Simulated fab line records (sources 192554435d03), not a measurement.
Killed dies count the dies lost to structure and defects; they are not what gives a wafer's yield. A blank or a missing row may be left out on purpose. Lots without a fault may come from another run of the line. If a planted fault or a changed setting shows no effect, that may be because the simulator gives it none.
What tool caused it? / flow n5Finfet / Sampling: 9 lots, 27 wafers, 5 of 1938 route steps

## WHAT THE GAUGES READ, wafer by wafer
N5_BEOL_M4_RC_MEAS_101.
lot=L388; measured=day 9 14:45; on=prober-02; DIBL_N (mV/V)=31.4 36.5 35.3
lot=L391; measured=day 10 16:34; on=prober-01; DIBL_N (mV/V)=32.3 36.5 33.2
lot=L394; measured=day 10 22:13; on=prober-02; DIBL_N (mV/V)=36.4 37.7 36.7
lot=L395; measured=day 11 11:20; on=prober-01; DIBL_N (mV/V)=36.4 35.7 35.9
lot=L396; measured=day 11 09:40; on=prober-02; DIBL_N (mV/V)=35.0 33.4 32.7
lot=L403; measured=day 13 05:12; on=prober-02; DIBL_N (mV/V)=36.9 37.6 37.0
lot=L404; measured=day 13 10:51; on=prober-01; DIBL_N (mV/V)=36.5 32.8 35.4
lot=L406; measured=day 14 07:22; on=prober-02; DIBL_N (mV/V)=40.0 36.7 41.0
lot=L407; measured=day 14 07:26; on=prober-01; DIBL_N (mV/V)=28.6 32.5 32.1

## WHAT TOOL EACH LOT RAN ON (gives the tool, then ch and the chambers of the sampled wafers, and finally the start)
lot=L388; N5_MOL_CONTACT_COAG_STRIP_49=plasmaAsher-02 ch 0,1, day 6 11:42; N5_BEOL_M0_SAQP_HM_DEP_02=pvdSputter-03, day 6 16:42; N5_BEOL_M0_SAQP_PECVD_96=pecvd-04 ch 0,1,2, day 6 16:52; N5_BEOL_M0_SAQP_HM_DEP_111=pecvd-04 ch 0,1,2, day 6 17:05
lot=L391; N5_MOL_CONTACT_COAG_STRIP_49=plasmaAsher-01 ch 0,1, day 7 05:16; N5_BEOL_M0_SAQP_HM_DEP_02=pvdSputter-01, day 7 10:22; N5_BEOL_M0_SAQP_PECVD_96=pecvd-04 ch 0,1,2, day 7 10:31; N5_BEOL_M0_SAQP_HM_DEP_111=pecvd-01 ch 0,1,2, day 7 10:44
lot=L394; N5_MOL_CONTACT_COAG_STRIP_49=plasmaAsher-02 ch 0,1, day 7 20:20; N5_BEOL_M0_SAQP_HM_DEP_02=pvdSputter-01, day 8 00:52; N5_BEOL_M0_SAQP_PECVD_96=pecvd-04 ch 1,2, day 8 01:01; N5_BEOL_M0_SAQP_HM_DEP_111=pecvd-01 ch 0,1,2, day 8 01:14
lot=L395; N5_MOL_CONTACT_COAG_STRIP_49=plasmaAsher-02 ch 0,1, day 8 00:44; N5_BEOL_M0_SAQP_HM_DEP_02=pvdSputter-02, day 8 08:16; N5_BEOL_M0_SAQP_PECVD_96=pecvd-04 ch 0,2, day 8 08:25; N5_BEOL_M0_SAQP_HM_DEP_111=pecvd-02 ch 1,2, day 8 08:38
lot=L396; N5_MOL_CONTACT_COAG_STRIP_49=plasmaAsher-02 ch 0,1, day 8 04:33; N5_BEOL_M0_SAQP_HM_DEP_02=pvdSputter-02, day 8 08:58; N5_BEOL_M0_SAQP_PECVD_96=pecvd-01 ch 0,2, day 8 09:07; N5_BEOL_M0_SAQP_HM_DEP_111=pecvd-02 ch 1,2, day 8 09:22
lot=L403; N5_MOL_CONTACT_COAG_STRIP_49=plasmaAsher-02 ch 0,1, day 9 23:13; N5_BEOL_M0_SAQP_HM_DEP_02=pvdSputter-01, day 10 04:36; N5_BEOL_M0_SAQP_PECVD_96=pecvd-04 ch 0,1,2, day 10 04:45; N5_BEOL_M0_SAQP_HM_DEP_111=pecvd-01 ch 1,2, day 10 04:58
lot=L404; N5_MOL_CONTACT_COAG_STRIP_49=plasmaAsher-02 ch 0,1, day 10 04:41; N5_BEOL_M0_SAQP_HM_DEP_02=pvdSputter-01, day 10 10:50; N5_BEOL_M0_SAQP_PECVD_96=pecvd-01 ch 0,2, day 10 10:59; N5_BEOL_M0_SAQP_HM_DEP_111=pecvd-01 ch 1,2, day 10 11:12
lot=L406; N5_MOL_CONTACT_COAG_STRIP_49=plasmaAsher-01 ch 0,1, day 10 17:35; N5_BEOL_M0_SAQP_HM_DEP_02=pvdSputter-03, day 11 01:46; N5_BEOL_M0_SAQP_PECVD_96=pecvd-01 ch 0,1, day 11 01:55; N5_BEOL_M0_SAQP_HM_DEP_111=pecvd-04 ch 0,1,2, day 11 02:08
lot=L407; N5_MOL_CONTACT_COAG_STRIP_49=plasmaAsher-02 ch 0,1, day 10 21:46; N5_BEOL_M0_SAQP_HM_DEP_02=pvdSputter-03, day 11 05:16; N5_BEOL_M0_SAQP_PECVD_96=pecvd-01 ch 1,2, day 11 05:25; N5_BEOL_M0_SAQP_HM_DEP_111=pecvd-04 ch 0,1, day 11 05:38
- N5_MOL_CONTACT_COAG_STRIP_49: strips in N2/H2, time 30 s.
- N5_BEOL_M0_SAQP_HM_DEP_02: deposits TiN, target thk 12 nm.
- N5_BEOL_M0_SAQP_PECVD_96: deposits a-Si from SiH4/He, target thk 45 nm, time 45.2 s.
- N5_BEOL_M0_SAQP_HM_DEP_111: deposits SiO2 from SiH4/N2O, target thk 12 nm, time 7.2 s.

## THE ANSWER, worked out from the rows above alone
Rule: the lots themselves supply what counts as usual. The widest of any qualifying gaps counts: lots, ordered by their means at a reading, are off when they make up no more than a third of the lots, leave a main group of 4 or more, and stand apart from it by 3 or more times the standard deviation of that group's means. Not used: any main group whose means are identical at the precision the tables above print for the reading. Also off: a lot with no number at a reading for which 4 or more lots have one. Any other lot the step has rows for is counted as sound.
No lot is off at any reading shown: from this, nothing can be told.

## WHAT WAS PUT IN BY THE SIMULATOR
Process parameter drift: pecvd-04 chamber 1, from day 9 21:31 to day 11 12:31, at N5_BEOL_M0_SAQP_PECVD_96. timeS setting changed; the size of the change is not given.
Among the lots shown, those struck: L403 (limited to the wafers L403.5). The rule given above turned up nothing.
